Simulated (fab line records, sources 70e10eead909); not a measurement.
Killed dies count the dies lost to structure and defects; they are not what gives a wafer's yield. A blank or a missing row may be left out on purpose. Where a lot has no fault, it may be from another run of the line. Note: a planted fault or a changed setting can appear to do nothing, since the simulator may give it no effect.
What tool caused it? + flow nandHarc + Sampling: 7 lots, 19 wafers, 2 of 1159 route steps

WHAT EACH GAUGE READ, for each wafer
NHARC_A_WL_FILL_INSPECT_15.
| lot  | measured     | on               | rawDefectCount |
|------|--------------|------------------|----------------|
| L252 | day 17 00:07 | defectInspect-01 | 408 586 591    |
| L256 | day 18 01:32 | defectInspect-02 | 436 359 429    |
| L259 | day 19 01:53 | defectInspect-02 | 457 435        |
| L264 | day 19 11:56 | defectInspect-02 | 414 284        |
| L263 | day 19 23:19 | defectInspect-01 | 515 485 371    |
| L271 | day 21 09:41 | defectInspect-02 | 430 314 306    |
| L270 | day 21 16:50 | defectInspect-01 | 405 574 530    |

TOOL THAT RAN EACH LOT (tool first, then ch and the chambers of the sampled wafers, then the start)
| lot  | NHARC_A_WL_FILL_ALD_19             |
|------|------------------------------------|
| L252 | aldMetal-03 ch 0,1,2, day 16 13:02 |
| L256 | aldMetal-04 ch 1,2,3, day 16 22:55 |
| L259 | aldMetal-04 ch 0,2, day 18 20:10   |
| L264 | aldMetal-04 ch 0,3, day 19 03:08   |
| L263 | aldMetal-03 ch 0,2,3, day 19 12:53 |
| L271 | aldMetal-04 ch 0,1,3, day 20 23:42 |
| L270 | aldMetal-01 ch 0,1,3, day 20 23:42 |
- NHARC_A_WL_FILL_ALD_19: deposits TiN, target thk 2 nm, pulse time 3 s, ald cycles 100.

THE ANSWER, worked out from the rows above alone
Rule: the lots themselves supply what counts as usual. Put in order of their means at a reading, lots are off if they are a third of the lots or fewer, leave a main group of 4 or more, and stand apart from it by a gap of 3 or more times the standard deviation of the main group's means; of several such gaps the widest counts. The tables above print the reading to a certain number of digits; a main group whose means all agree to those digits is not used. A lot without any number at a reading at which 4 lots or more have one is off too. Where the step has rows for the other lots, those lots are counted as sound.
No lot is off at any reading shown: from this, nothing can be told.

WHAT THE SIMULATOR PUT IN
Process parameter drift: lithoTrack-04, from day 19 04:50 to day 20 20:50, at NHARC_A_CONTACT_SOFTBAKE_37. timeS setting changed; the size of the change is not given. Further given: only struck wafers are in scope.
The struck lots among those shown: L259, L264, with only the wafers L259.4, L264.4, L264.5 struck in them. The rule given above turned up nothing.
